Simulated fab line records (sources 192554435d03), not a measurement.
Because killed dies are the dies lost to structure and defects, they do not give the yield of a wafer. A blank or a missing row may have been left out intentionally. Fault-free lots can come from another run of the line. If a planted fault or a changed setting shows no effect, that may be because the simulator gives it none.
fab line records ; flow n5Finfet ; part 1 of 2: steps 1 to 4 of 6
record lots=22; wafers=66; lastDay=17
route steps=1938 shown FIN_SAQP@125 FIN_CUT@163
lots with no fault: from the same line, run without faults
startH: hours from the record's opening day to when the first of the lot's shown wafers began ; waitH: hours elapsed since this lot's preceding step ; " identical to the entry in the row above ; L1.1+2: a single row standing in for several wafers ; - either no value or no given start ; * or withheld: withheld ; < > ~ a bound
route shown NAME@n: a module of which the file shows steps, and the number in the route of the first ; usual: average and standard deviation across the fault-free wafers ; same: alike in all rows ; chamber/n: place in a boat ; sites: the reading at each site ; _std_site: the values' standard deviation ; _edge_site: mean of outer sites minus mean of inner sites ; radiusMm: for every site, how far away it sits from the centre of the wafer ; mask NAME#n: copy n ; behind: the most recent tool/chamber to have shaped the wafer ; hold: cause of the lot's hold/its duration in hours/its outcome ; device: whichever transistor did not switch (one of n, p or np) ; end of line: at the end of the route, the tests of the same wafers ; a step given without rows: its recipe and nothing more ; killed: dies that structure and defects cost at the first sort, which is not the same as the wafer's yield ; map: the dies of a wafer, with x for killed, . for not killed, _ for no die there
set.NAME: the run value of the setting; set.NAME@STEP: its run value at that earlier step ; model.NAME: the simulator's own value behind a step, which no gauge read
steps of the route over a sample of lots; a table a step, a row a wafer
services: when a tool's chamber went out of use (startH, in hours from the record's first day, below 0 if earlier), for how many hours, and the reason
## steps
# step N5_FIN_SAQP_SPACER1_ALD_24
# recipe material=SiO2; targetThkA=203; tempC=300; aldPrecursorFamily=BDEAS; aldCoReactant=O2-plasma; pulseTimeS=1; purgeTimeS=2; coReactantPurgeTimeS=2; aldCycles=218; pressureTorr=2
# usual chamberPressureTorr=1.999/0.0044; heaterPowerW=480/57; precursorPulseHeightRel=0.997/0.021
lot.wafer;tool;chamber;startH;waitH;chamberPressureTorr;heaterPowerW;precursorPulseHeightRel
L074.1;aldSin-02;2;22.97;0.3;2.003;442;1.000
L074.4;aldSin-02;1;22.97;0.3;1.995;501;0.969
L074.5;aldSin-02;0;22.97;0.3;2.005;499;1.001
L075.3;aldSin-04;2;30.53;0.7;1.996;445;1.025
L075.4;aldSin-04;1;30.53;0.7;1.996;403;1.005
L075.6;aldSin-04;3;30.53;0.7;1.995;521;1.031
L076.3;aldSin-01;3;36.21;0.1;1.992;382;0.989
L076.4;aldSin-01;1;36.21;0.1;2.000;522;0.978
L076.6;aldSin-01;1;36.21;0.1;1.998;510;0.996
L077.4;aldSin-04;3;43.21;1.0;2.003;527;0.967
L077.5;aldSin-04;1;43.21;1.0;2.005;400;0.972
L077.6;aldSin-04;0;43.21;1.0;2.005;435;1.015
L078.2;aldSin-01;2;46.75;0.3;2.002;501;0.988
L078.4;aldSin-01;1;46.75;0.3;2.000;523;0.988
L078.5;aldSin-01;3;46.75;0.3;1.997;381;0.985
L079.2;aldSin-02;0;52.67;0.3;2.000;503;1.018
L079.3;aldSin-02;1;52.67;0.3;1.997;506;1.006
L079.5;aldSin-02;0;52.67;0.3;1.999;500;1.019
L080.1;aldSin-04;3;59.56;0.4;1.995;531;1.000
L080.4;aldSin-04;1;59.56;0.4;1.998;415;0.958
L080.6;aldSin-04;1;59.56;0.4;1.996;408;1.026
L081.1;aldSin-01;0;65.64;0.3;1.999;601;1.006
L081.3;aldSin-01;1;65.64;0.3;1.997;508;1.025
L081.6;aldSin-01;0;65.64;0.3;1.998;617;0.950
L082.2;aldSin-04;2;72.04;0.3;2.005;463;0.979
L082.3;aldSin-04;3;72.04;0.3;2.002;512;1.011
L082.5;aldSin-04;3;72.04;0.3;2.000;538;0.971
L083.1;aldSin-04;3;76.71;0.3;1.995;514;0.994
L083.4;aldSin-04;0;76.71;0.3;1.998;433;1.020
L083.5;aldSin-04;0;76.71;0.3;1.998;438;0.991
L084.2;aldSin-04;3;84.01;1.0;2.000;514;1.032
L084.4;aldSin-04;1;84.01;1.0;1.998;415;0.979
L084.6;aldSin-04;0;84.01;1.0;2.002;442;1.008
L085.2;aldSin-02;0;90.80;0.7;1.997;510;0.986
L085.3;aldSin-02;1;90.80;0.7;1.997;512;0.993
L085.4;aldSin-02;3;90.80;0.7;1.999;502;0.976
L086.1;aldSin-02;1;97.37;0.3;2.002;510;1.003
L086.3;aldSin-02;0;97.37;0.3;2.007;503;1.009
L086.5;aldSin-02;1;97.37;0.3;2.006;500;0.991
L087.2;aldSin-01;1;100.34;0.3;2.005;471;0.979
L087.4;aldSin-01;2;100.34;0.3;2.001;479;1.038
L087.5;aldSin-01;3;100.34;0.3;2.002;378;1.003
L089.3;aldSin-01;0;113.19;0.2;2.003;593;0.989
L089.4;aldSin-01;1;113.19;0.2;1.999;494;1.019
L089.5;aldSin-01;1;113.19;0.2;1.997;484;1.004
L090.3;aldSin-02;0;119.44;0.1;1.995;507;0.997
L090.4;aldSin-02;1;119.44;0.1;1.995;498;0.973
L090.5;aldSin-02;2;119.44;0.1;2.003;456;1.005
L092.2;aldSin-01;2;131.20;0.3;2.002;492;0.992
L092.4;aldSin-01;3;131.20;0.3;1.992;376;0.980
L092.5;aldSin-01;0;131.20;0.3;1.999;593;0.981
L093.1;aldSin-01;0;138.22;0.3;2.000;609;0.986
L093.4;aldSin-01;1;138.22;0.3;1.999;491;1.046
L093.5;aldSin-01;3;138.22;0.3;2.003;379;0.975
L094.1;aldSin-04;1;143.66;0.4;1.998;402;1.024
L094.2;aldSin-04;2;143.66;0.4;2.003;440;0.997
L094.3;aldSin-04;0;143.66;0.4;1.993;445;0.984
L095.2;aldSin-02;3;149.63;0.3;2.001;506;0.978
L095.4;aldSin-02;0;149.63;0.3;1.997;511;1.020
L095.6;aldSin-02;0;149.63;0.3;2.001;504;0.970
L096.3;aldSin-04;0;154.75;0.1;2.006;458;0.979
L096.4;aldSin-04;1;154.75;0.1;2.002;407;1.006
L096.5;aldSin-04;1;154.75;0.1;1.993;418;1.007
L097.4;aldSin-01;1;162.22;0.1;1.997;487;1.028
L097.5;aldSin-01;3;162.22;0.1;1.994;370;0.983
L097.6;aldSin-01;2;162.22;0.1;2.005;491;0.997
# step N5_FIN_SAQP_RECESS_63
# recipe chemistry=HF/NH3; target=SiO2; targetDepthA=180; afsCycles=3; tempC=30; sublimationTempC=180; sublimationTimeS=60
# usual drypumpMotorCurrentA=6.0/0.48; tempC=30.01/0.11
# same sublimationTimeS=60
lot.wafer;tool;chamber;startH;waitH;drypumpMotorCurrentA;tempC
L074.1;vaporEtch-01;1;24.16;0.1;6.5;29.92
L074.4;vaporEtch-01;1;24.16;0.1;6.5;29.87
L074.5;vaporEtch-01;1;24.16;0.1;6.5;29.82
L075.3;vaporEtch-02;1;32.23;0.2;5.8;30.04
L075.4;vaporEtch-02;0;32.23;0.2;6.3;30.12
L075.6;vaporEtch-02;1;32.23;0.2;5.8;29.98
L076.3;vaporEtch-02;1;37.54;0.2;5.8;29.98
L076.4;vaporEtch-02;0;37.54;0.2;6.3;30.15
L076.6;vaporEtch-02;0;37.54;0.2;6.2;30.17
L077.4;vaporEtch-01;0;44.34;0.2;5.4;30.05
L077.5;vaporEtch-01;1;44.34;0.2;6.5;30.07
L077.6;vaporEtch-01;0;44.34;0.2;5.4;30.19
L078.2;vaporEtch-02;0;47.93;0.1;6.2;30.10
L078.4;vaporEtch-02;1;47.93;0.1;5.8;29.89
L078.5;vaporEtch-02;0;47.93;0.1;6.3;29.91
L079.2;vaporEtch-01;1;54.01;0.1;6.5;30.10
L079.3;vaporEtch-01;1;54.01;0.1;6.5;30.05
L079.5;vaporEtch-01;1;54.01;0.1;6.5;30.23
L080.1;vaporEtch-02;1;60.75;0.1;5.8;29.91
L080.4;vaporEtch-02;0;60.75;0.1;6.3;29.96
L080.6;vaporEtch-02;0;60.75;0.1;6.4;30.12
L081.1;vaporEtch-02;1;67.11;0.1;5.8;29.94
L081.3;vaporEtch-02;0;67.11;0.1;6.3;29.87
L081.6;vaporEtch-02;1;67.11;0.1;5.8;30.14
L082.2;vaporEtch-01;1;73.31;0.1;6.5;30.04
L082.3;vaporEtch-01;0;73.31;0.1;5.3;29.95
L082.5;vaporEtch-01;0;73.31;0.1;5.4;30.05
L083.1;vaporEtch-01;1;77.98;0.1;6.5;30.01
L083.4;vaporEtch-01;0;77.98;0.1;5.4;29.75
L083.5;vaporEtch-01;0;77.98;0.1;5.3;30.10
L084.2;vaporEtch-02;0;85.54;0.1;6.3;30.11
L084.4;vaporEtch-02;0;85.54;0.1;6.3;29.96
L084.6;vaporEtch-02;0;85.54;0.1;6.3;30.11
L085.2;vaporEtch-02;1;91.99;0.1;5.8;30.05
L085.3;vaporEtch-02;1;91.99;0.1;5.8;30.12
L085.4;vaporEtch-02;0;91.99;0.1;6.3;29.99
L086.1;vaporEtch-01;1;98.56;0.1;6.5;29.77
L086.3;vaporEtch-01;1;98.56;0.1;6.5;29.82
L086.5;vaporEtch-01;1;98.56;0.1;6.5;29.96
L087.2;vaporEtch-01;1;101.55;0.1;6.5;30.09
L087.4;vaporEtch-01;1;101.55;0.1;6.5;29.87
L087.5;vaporEtch-01;1;101.55;0.1;6.5;30.02
L089.3;vaporEtch-01;1;114.93;0.6;6.5;30.14
L089.4;vaporEtch-01;0;114.93;0.6;5.3;30.19
L089.5;vaporEtch-01;0;114.93;0.6;5.3;29.94
L090.3;vaporEtch-01;1;120.74;0.2;6.5;30.16
L090.4;vaporEtch-01;0;120.74;0.2;5.4;29.99
L090.5;vaporEtch-01;0;120.74;0.2;5.3;30.11
L092.2;vaporEtch-02;1;132.87;0.3;5.8;29.94
L092.4;vaporEtch-02;0;132.87;0.3;6.3;30.03
L092.5;vaporEtch-02;1;132.87;0.3;5.8;30.04
L093.1;vaporEtch-01;0;139.41;0.1;5.4;29.79
L093.4;vaporEtch-01;1;139.41;0.1;6.5;30.16
L093.5;vaporEtch-01;0;139.41;0.1;5.4;29.76
L094.1;vaporEtch-01;0;144.90;0.1;5.4;29.98
L094.2;vaporEtch-01;1;144.90;0.1;6.5;29.82
L094.3;vaporEtch-01;1;144.90;0.1;6.5;29.93
L095.2;vaporEtch-01;0;150.86;0.1;5.3;29.82
L095.4;vaporEtch-01;0;150.86;0.1;5.3;30.02
L095.6;vaporEtch-01;1;150.86;0.1;6.5;29.99
L096.3;vaporEtch-02;1;156.05;0.2;5.8;30.03
L096.4;vaporEtch-02;0;156.05;0.2;6.2;29.99
L096.5;vaporEtch-02;0;156.05;0.2;6.3;29.80
L097.4;vaporEtch-01;0;163.79;0.2;5.4;29.88
L097.5;vaporEtch-01;1;163.79;0.2;6.5;30.00
L097.6;vaporEtch-01;0;163.79;0.2;5.4;29.97
# step N5_FIN_SAQP_SPACER2_ETCHBACK_29
# recipe chemistry=CHF3/O2; mode=anisotropicEtchback; target=SiO2; targetDepthA=122; timeS=6.1; pressureMtorr=30; sourceW=650; biasW=170; Ar_flow_sccm=200; CHF3_flow_sccm=50; O2_flow_sccm=5; ionEnergyEv=200
# usual drypumpMotorCurrentA=5.7/0.52; mfcArSccm=200.0/0.65; oesProductAu=0.82/0.095; rfVppV=525/4.7; showerheadPlenumPTorr=2.40/0.091; throttleValvePct=18.81/0.19
lot.wafer;tool;chamber;startH;waitH;drypumpMotorCurrentA;mfcArSccm;oesProductAu;rfHoursCounterH;rfVppV;showerheadPlenumPTorr;throttleValvePct
L074.1;rieDiel-04;1;25.75;0.2;5.8;199.4;0.91;20;526;2.36;18.86
L074.4;rieDiel-04;1;25.75;0.2;5.8;200.1;0.92;-;527;2.36;18.86
L074.5;rieDiel-04;3;25.75;0.2;5.0;201.0;1.00;-;517;2.46;18.75
L075.3;rieDiel-02;3;33.20;0.2;5.3;200.0;0.91;22;531;2.46;18.72
L075.4;rieDiel-02;0;33.20;0.2;6.8;200.5;0.71;189;528;2.30;18.61
L075.6;rieDiel-02;1;33.20;0.2;5.9;200.5;0.76;-;521;2.32;18.91
L076.3;rieDiel-04;3;38.84;0.2;5.0;199.7;0.96;7;516;2.45;18.75
L076.4;rieDiel-04;1;38.84;0.2;5.9;199.9;0.90;-;527;2.36;18.86
L076.6;rieDiel-04;3;38.84;0.2;5.0;199.8;0.97;-;518;2.45;18.75
L077.4;rieDiel-02;1;45.54;0.2;6.0;199.1;0.76;-;521;2.32;18.91
L077.5;rieDiel-02;0;45.54;0.2;6.8;198.9;0.71;-;527;2.30;18.60
L077.6;rieDiel-02;3;45.54;0.2;5.3;199.5;0.90;-;530;2.46;18.72
L078.2;rieDiel-05;3;49.01;0.2;5.7;199.2;0.69;249;524;2.37;19.41
L078.4;rieDiel-05;1;49.01;0.2;5.9;200.0;0.92;17;523;2.45;18.35
L078.5;rieDiel-05;1;49.01;0.2;5.9;199.8;0.91;-;523;2.45;18.36
L079.2;rieDiel-02;3;55.09;0.2;5.3;200.3;0.89;30;531;2.46;18.71
L079.3;rieDiel-02;0;55.09;0.2;6.8;199.5;0.71;198;530;2.29;18.62
L079.5;rieDiel-02;3;55.09;0.2;5.3;200.3;0.89;-;530;2.46;18.74
L080.1;rieDiel-04;1;61.88;0.2;5.9;200.6;0.89;34;527;2.36;18.90
L080.4;rieDiel-04;0;61.88;0.2;5.0;199.6;0.73;189;520;2.29;18.89
L080.6;rieDiel-04;2;61.88;0.2;6.0;199.7;0.97;-;526;2.46;18.44
L081.1;rieDiel-02;2;68.19;0.2;5.6;200.1;1.00;3;532;2.57;18.92
L081.3;rieDiel-02;1;68.19;0.2;5.9;199.6;0.75;150;520;2.32;18.92
L081.6;rieDiel-02;0;68.19;0.2;6.8;200.3;0.71;-;528;2.29;18.63
L082.2;rieDiel-02;1;74.38;0.2;5.8;199.9;0.75;153;520;2.32;18.94
L082.3;rieDiel-02;2;74.38;0.2;5.6;200.0;0.98;6;532;2.57;18.90
L082.5;rieDiel-02;3;74.38;0.2;5.3;200.2;0.89;-;531;2.46;18.74
L083.1;rieDiel-05;0;79.30;0.2;5.7;200.7;0.81;90;530;2.53;18.91
L083.4;rieDiel-05;0;79.30;0.2;5.7;200.0;0.81;-;531;2.53;18.93
L083.5;rieDiel-05;1;79.30;0.2;5.9;201.0;0.88;-;525;2.45;18.36
L084.2;rieDiel-02;2;88.21;0.2;5.6;199.6;0.97;10;531;2.57;18.90
L084.4;rieDiel-02;3;88.21;0.2;5.3;199.8;0.88;41;530;2.46;18.75
L084.6;rieDiel-02;2;88.21;0.2;5.6;200.5;0.98;-;530;2.57;18.91
L085.2;rieDiel-02;3;93.07;0.2;5.3;199.4;0.86;43;531;2.46;18.76
L085.3;rieDiel-02;2;93.07;0.2;5.6;199.9;0.96;12;531;2.57;18.92
L085.4;rieDiel-02;1;93.07;0.2;5.9;199.4;0.74;159;520;2.32;18.95
L086.1;rieDiel-02;1;100.29;0.3;5.9;199.1;0.73;160;521;2.32;18.94
L086.3;rieDiel-02;0;100.29;0.3;6.8;200.1;0.70;211;529;2.29;18.65
L086.5;rieDiel-02;1;100.29;0.3;5.9;199.6;0.73;-;520;2.32;18.95
L087.2;rieDiel-04;1;104.81;0.2;5.9;198.7;0.87;47;528;2.35;18.90
L087.4;rieDiel-04;0;104.81;0.2;5.0;199.2;0.72;202;522;2.29;18.89
L087.5;rieDiel-04;3;104.81;0.2;5.0;200.4;0.90;-;517;2.45;18.81
L089.3;rieDiel-05;1;115.90;0.2;6.0;200.3;0.86;42;523;2.44;18.39
L089.4;rieDiel-05;3;115.90;0.2;5.6;199.5;0.94;5;525;2.36;18.99
L089.5;rieDiel-05;0;115.90;0.2;5.7;200.8;0.80;-;531;2.53;18.94
L090.3;rieDiel-05;0;121.81;0.2;5.7;200.4;0.81;105;530;2.53;18.94
L090.4;rieDiel-05;1;121.81;0.2;6.0;200.5;0.86;44;523;2.44;18.38
L090.5;rieDiel-05;0;121.81;0.2;5.7;201.6;0.81;-;529;2.53;18.95
L092.2;rieDiel-04;0;134.07;0.2;5.0;200.0;0.72;214;519;2.28;18.93
L092.4;rieDiel-04;0;134.07;0.2;5.0;199.7;0.72;-;520;2.28;18.94
L092.5;rieDiel-04;1;134.07;0.2;5.8;200.8;0.85;-;526;2.34;18.91
L093.1;rieDiel-05;3;140.88;0.2;5.6;200.4;0.91;14;523;2.36;19.01
L093.4;rieDiel-05;2;140.88;0.2;5.8;199.4;0.70;244;520;2.38;19.02
L093.5;rieDiel-05;1;140.88;0.2;5.9;201.0;0.86;-;521;2.44;18.40
L094.1;rieDiel-04;3;146.00;0.2;5.0;200.2;0.87;49;519;2.44;18.83
L094.2;rieDiel-04;1;146.00;0.2;5.8;200.2;0.84;66;526;2.34;18.93
L094.3;rieDiel-04;2;146.00;0.2;6.0;200.1;0.92;28;526;2.45;18.46
L095.2;rieDiel-02;2;151.96;0.2;5.6;200.1;0.92;32;529;2.56;18.96
L095.4;rieDiel-02;1;151.96;0.2;5.9;199.9;0.73;180;519;2.31;18.95
L095.6;rieDiel-02;1;151.96;0.2;5.9;199.1;0.73;-;519;2.31;18.97
L096.3;rieDiel-02;1;157.50;0.2;6.0;201.2;0.73;182;519;2.31;18.98
L096.4;rieDiel-02;3;157.50;0.2;5.3;199.5;0.84;64;531;2.45;18.77
L096.5;rieDiel-02;2;157.50;0.2;5.6;200.3;0.93;-;531;2.56;18.95
L097.4;rieDiel-02;0;164.79;0.2;6.8;199.4;0.68;235;528;2.28;18.69
L097.5;rieDiel-02;0;164.79;0.2;6.8;199.0;0.67;-;527;2.28;18.69
L097.6;rieDiel-02;1;164.79;0.2;5.9;199.5;0.72;-;521;2.31;18.99
# step N5_FIN_CUT_CD_MEAS_08
# recipe targetCdNm=29.1; landingEnergyEv=500; detector=seInlens; polarity=opening
# usual cdNm=29.12/0.23
lot.wafer;tool;chamber;startH;waitH;cdNm
L074.1;cdSem-02;0;26.97;-;28.91
L074.4;cdSem-02;0;26.97;-;28.95
L074.5;cdSem-02;0;26.97;-;29.22
L075.3;cdSem-01;0;34.28;-;29.27
L075.4;cdSem-01;0;34.28;-;29.48
L075.6;cdSem-01;0;34.28;-;29.41
L076.3;cdSem-01;0;40.07;-;28.83
L076.4;cdSem-01;0;40.07;-;28.99
L076.6;cdSem-01;0;40.07;-;28.76
L077.4;cdSem-03;0;46.73;-;28.98
L077.5;cdSem-03;0;46.73;-;28.99
L077.6;cdSem-03;0;46.73;-;29.13
L078.2;cdSem-03;0;50.10;-;29.19
L078.4;cdSem-03;0;50.10;-;29.52
L078.5;cdSem-03;0;50.10;-;29.22
L079.2;cdSem-03;0;56.30;-;29.47
L079.3;cdSem-03;0;56.30;-;29.04
L079.5;cdSem-03;0;56.30;-;29.31
L080.1;cdSem-01;0;63.20;-;29.30
L080.4;cdSem-01;0;63.20;-;29.66
L080.6;cdSem-01;0;63.20;-;28.63
L081.1;cdSem-02;0;69.48;-;29.40
L081.3;cdSem-02;0;69.48;-;29.23
L081.6;cdSem-02;0;69.48;-;29.24
L082.2;cdSem-03;0;75.60;-;29.20
L082.3;cdSem-03;0;75.60;-;29.26
L082.5;cdSem-03;0;75.60;-;28.92
L083.1;cdSem-02;0;80.50;-;29.16
L083.4;cdSem-02;0;80.50;-;29.54
L083.5;cdSem-02;0;80.50;-;29.08
L084.2;cdSem-02;0;89.42;-;29.10
L084.4;cdSem-02;0;89.42;-;29.00
L084.6;cdSem-02;0;89.42;-;29.16
L085.2;cdSem-02;0;94.28;-;28.81
L085.3;cdSem-02;0;94.28;-;29.41
L085.4;cdSem-02;0;94.28;-;29.04
L086.1;cdSem-03;0;101.58;-;28.63
L086.3;cdSem-03;0;101.58;-;29.06
L086.5;cdSem-03;0;101.58;-;28.77
L087.2;cdSem-02;0;106.12;-;29.29
L087.4;cdSem-02;0;106.12;-;29.70
L087.5;cdSem-02;0;106.12;-;28.99
L089.3;cdSem-02;0;117.06;-;29.48
L089.4;cdSem-02;0;117.06;-;29.03
L089.5;cdSem-02;0;117.06;-;28.97
L090.3;cdSem-03;0;122.92;-;29.39
L090.4;cdSem-03;0;122.92;-;29.14
L090.5;cdSem-03;0;122.92;-;28.98
L092.2;cdSem-02;0;135.16;-;29.02
L092.4;cdSem-02;0;135.16;-;29.03
L092.5;cdSem-02;0;135.16;-;29.22
L093.1;cdSem-03;0;141.96;-;29.01
L093.4;cdSem-03;0;141.96;-;29.13
L093.5;cdSem-03;0;141.96;-;29.15
L094.1;cdSem-01;0;147.16;-;28.99
L094.2;cdSem-01;0;147.16;-;28.89
L094.3;cdSem-01;0;147.16;-;29.23
L095.2;cdSem-02;0;153.23;-;29.14
L095.4;cdSem-02;0;153.23;-;29.31
L095.6;cdSem-02;0;153.23;-;29.26
L096.3;cdSem-01;0;158.71;-;28.77
L096.4;cdSem-01;0;158.71;-;28.81
L096.5;cdSem-01;0;158.71;-;28.94
L097.4;cdSem-02;0;166.24;-;29.36
L097.5;cdSem-02;0;166.24;-;28.98
L097.6;cdSem-02;0;166.24;-;29.10
